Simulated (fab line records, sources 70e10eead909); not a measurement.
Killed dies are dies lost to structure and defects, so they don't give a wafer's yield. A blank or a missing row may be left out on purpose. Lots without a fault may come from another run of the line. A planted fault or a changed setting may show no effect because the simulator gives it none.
Which tool did it? | flow nand_harc | 24 lots, 72 wafers sampled, at 3 steps of a route of 1159

WHAT THE GAUGES READ, wafer by wafer
NHARC_A_M0_INSPECT_11.
lot  | measured     | on                | raw_defect_count
L074 | day 17 07:54 | defect_inspect-01 | 21 22 26
L075 | day 17 18:01 | defect_inspect-02 | 38 38 40
L076 | day 17 18:27 | defect_inspect-02 | 20 17 23
L079 | day 18 02:20 | defect_inspect-02 | 30 30 21
L077 | day 18 04:32 | defect_inspect-01 | 19 30 28
L078 | day 18 21:33 | defect_inspect-01 | 42 41 44
L082 | day 19 01:54 | defect_inspect-02 | 18 30 26
L080 | day 19 05:08 | defect_inspect-01 | 41 33 41
L081 | day 19 17:37 | defect_inspect-02 | 18 33 24
L084 | day 19 18:07 | defect_inspect-02 | 42 34 43
L083 | day 19 18:34 | defect_inspect-02 | 34 32 38
L087 | day 20 06:20 | defect_inspect-01 | 28 35 29
L086 | day 20 07:14 | defect_inspect-01 | 25 25 30
L085 | day 21 12:31 | defect_inspect-02 | 48 44 51
L088 | day 21 12:58 | defect_inspect-01 | 16 21 14
L089 | day 21 13:59 | defect_inspect-02 | 58 31 50
L091 | day 21 21:19 | defect_inspect-02 | 9 12 15
L090 | day 21 21:52 | defect_inspect-02 | 30 27 51
L092 | day 21 22:25 | defect_inspect-01 | 37 30 44
L095 | day 22 12:26 | defect_inspect-02 | 27 19 24
L094 | day 22 15:44 | defect_inspect-01 | 44 43 31
L093 | day 22 23:49 | defect_inspect-01 | 41 29 39
L096 | day 23 07:22 | defect_inspect-01 | 31 42 42
L097 | day 23 08:01 | defect_inspect-01 | 22 28 19

NHARC_A_M0_INSPECT_27.
lot  | measured     | on                | raw_defect_count
L074 | day 17 10:37 | defect_inspect-01 | 780 735 457
L075 | day 17 21:01 | defect_inspect-02 | 466 376 266
L076 | day 17 21:42 | defect_inspect-01 | 367 446 334
L079 | day 18 05:07 | defect_inspect-02 | 287 492 369
L077 | day 18 07:17 | defect_inspect-01 | 475 325 366
L078 | day 19 00:07 | defect_inspect-02 | 561 569 537
L082 | day 19 04:32 | defect_inspect-01 | 797 398 318
L080 | day 19 07:41 | defect_inspect-01 | 557 640 496
L081 | day 19 20:09 | defect_inspect-01 | 559 375 387
L084 | day 19 20:40 | defect_inspect-01 | 572 620 792
L083 | day 19 21:19 | defect_inspect-02 | 430 487 545
L087 | day 20 08:55 | defect_inspect-02 | 468 246 350
L086 | day 20 09:54 | defect_inspect-02 | 594 720 444
L085 | day 21 15:04 | defect_inspect-01 | 387 362 464
L088 | day 21 15:40 | defect_inspect-01 | 420 463 570
L089 | day 21 16:33 | defect_inspect-02 | 376 314 303
L091 | day 21 23:56 | defect_inspect-01 | 353 360 631
L090 | day 22 00:24 | defect_inspect-02 | 857 444 687
L092 | day 22 00:58 | defect_inspect-01 | 420 492 458
L095 | day 22 15:13 | defect_inspect-02 | 458 567 962
L094 | day 22 18:50 | defect_inspect-02 | 513 428 391
L093 | day 23 02:21 | defect_inspect-02 | 321 430 544
L096 | day 23 10:01 | defect_inspect-01 | 405 453 353
L097 | day 23 10:37 | defect_inspect-02 | 460 592 518

NHARC_A_BONDPAD_THK_MEAS_30: measures by ellipsometry.
lot  | measured     | on            | thk_nm (nm)
L074 | day 17 16:16 | film_metro-02 | 201.8 198.6 200.2
L075 | day 18 02:37 | film_metro-02 | 199.5 199.8 197.3
L076 | day 18 03:30 | film_metro-01 | 199.6 202.1 198.1
L079 | day 18 10:38 | film_metro-02 | 199.0 200.3 200.0
L077 | day 18 12:44 | film_metro-01 | 199.2 201.6 203.4
L078 | day 19 05:43 | film_metro-01 | 200.8 202.5 199.1
L082 | day 19 10:08 | film_metro-02 | 200.5 198.5 201.2
L080 | day 19 13:30 | film_metro-02 | 199.7 201.6 200.7
L081 | day 20 01:40 | film_metro-02 | 200.7 200.7 200.5
L084 | day 20 02:23 | film_metro-01 | 198.4 201.6 202.1
L083 | day 20 04:06 | film_metro-02 | 199.0 198.0 200.7
L087 | day 20 14:26 | film_metro-01 | 198.5 201.1 198.7
L086 | day 20 15:19 | film_metro-01 | 199.9 199.6 197.7
L085 | day 21 20:41 | film_metro-02 | 198.9 201.2 199.9
L088 | day 21 21:11 | film_metro-02 | 196.8 200.1 200.5
L089 | day 21 22:05 | film_metro-01 | 201.7 199.6 197.8
L091 | day 22 05:37 | film_metro-02 | 199.6 196.4 199.8
L090 | day 22 05:58 | film_metro-01 | 199.8 198.9 203.7
L092 | day 22 06:51 | film_metro-01 | 200.9 200.7 200.5
L095 | day 22 21:11 | film_metro-02 | 199.9 201.3 199.3
L094 | day 23 00:22 | film_metro-01 | 198.8 200.4 197.7
L093 | day 23 08:07 | film_metro-02 | 200.7 199.9 196.1
L096 | day 23 15:32 | film_metro-02 | 202.1 198.2 202.4
L097 | day 23 16:26 | film_metro-02 | 198.0 198.6 197.1

WHICH TOOL RAN EACH LOT (tool, then ch and the chambers of the sampled wafers, then the start)
The record holds no process step before these readings.

WHAT THE TOOLS THEMSELVES READ (means of the sampled wafers that have a number; where no wafer has one, the mark that the record gives instead)
The record holds no such reading with a usual standard deviation.

THE ANSWER, worked out from the rows above alone
Rule: what is usual is taken from the lots themselves. Put in order of their means at a reading, lots are off if they are a third of the lots or fewer, leave a main group of 4 or more, and stand apart from it by a gap of 3 or more times the standard deviation of the main group's means; of several such gaps the widest counts. A main group whose means are all the same, to the digits that the tables above print for the reading, isn't used. A lot without any number at a reading at which 4 lots or more have one is off too. The other lots that the step has rows for count as sound. The gauges are gone through in route order, then the tools' own readings, and for those a lot's mean is taken as printed above. The first step at which some lot is off is used, and at that step the reading that is off furthest; a lot without a number counts as furthest.
No lot is off at any reading shown: from this, nothing can be told.

WHAT THE SIMULATOR HAD PUT IN
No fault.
